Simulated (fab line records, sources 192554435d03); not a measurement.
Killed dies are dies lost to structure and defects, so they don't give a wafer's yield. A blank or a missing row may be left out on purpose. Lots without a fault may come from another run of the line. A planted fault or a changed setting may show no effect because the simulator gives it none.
Problem report in the 8D (eight disciplines) form, filled by code | flow n5_finfet | the parts of the form that need people (team, actions taken, sign-off) are left out

1. THE PROBLEM
bias_w at N5_BEOL_M8_ETCH_62 reads a mean of 195.7 W on 6 wafers of 2 lots; wafers without a fault read 150.0 W with a standard deviation of 0.47. That is +97 standard deviations from the usual mean.
The step: etches SOC in N2/H2, target depth 110 nm, overetch 22 nm, time 165 s.
First seen on wafer L910.1, day 17 01:57, on rie_diel-05. The record holds 31 wafers of 11 lots with a number at this step. Rule for "out", or "out of limits": more than 4 standard deviations from the usual mean. The other wafers with a number count as sound.

2. WHAT IT IS AND WHAT IT IS NOT
question                    | is                     | is not
which readings at this step | bias_w, rf_vpp_V       | drypump_motor_current_A, oes_product_au, showerhead_plenum_p_Torr, throttle_valve_pct
which lots                  | L910, L913             | L898, L899, L900, L901, L902, L912, L916, L917, L920
which wafers of those lots  | all that have a number | -
read on which tools         | rie_diel-05            | rie_diel-01
when                        | from day 17 01:57      | up to then (17 sound wafers); but 8 sound wafers of L916, L917, L920 came after

3. SUSPECTS, AND WHAT RULES EACH OUT
Counting: a tool at a process step up to the reading stays a suspect if it ran every lot that is out and no sound lot after the first of them.
- rie_diel-05 at N5_BEOL_M8_ETCH_62 (etches SOC in N2/H2, target depth 110 nm, overetch 22 nm, time 165 s): kept. It ran every lot that is out, first L910 (day 17 01:57), and no sound lot after that; its last sound lot up to then is L912 (day 16 18:17). Its own readings are out on those wafers: bias_w, rf_vpp_V.
Left after counting: rie_diel-05 at N5_BEOL_M8_ETCH_62.

4. THE CAUSE (what the simulator had put in)
Process parameter drift: rie_diel-05, from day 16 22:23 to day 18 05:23, at N5_BEOL_M8_ETCH_62. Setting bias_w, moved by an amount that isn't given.
Counting left only this tool.

5. THE CHAIN OF EFFECTS, in route order
Each row: a reading whose mean over the struck wafers that have a number lies more than 3 standard deviations from the usual. Only readings for which the record gives a usual standard deviation are gone through. hours: the time from each lot's start at the first step in this table that gives one to its start at this step, as a median over the lots. sigmas: the change in usual standard deviations.
hours | step               | reading  | usual   | on struck wafers | change | sigmas
0     | N5_BEOL_M8_ETCH_62 | bias_w   | 150.0 W | 195.7            | +45.7  | +97
0     | N5_BEOL_M8_ETCH_62 | rf_vpp_V | 524.6 V | 622.3            | +97.7  | +44
The process steps in it:
- N5_BEOL_M8_ETCH_62: etches SOC in N2/H2, target depth 110 nm, overetch 22 nm, time 165 s.

6. WHAT WOULD HAVE CAUGHT IT SOONER
In this record the first reading out of limits was taken at day 17 01:57, 4 hours after the fault began at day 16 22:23.
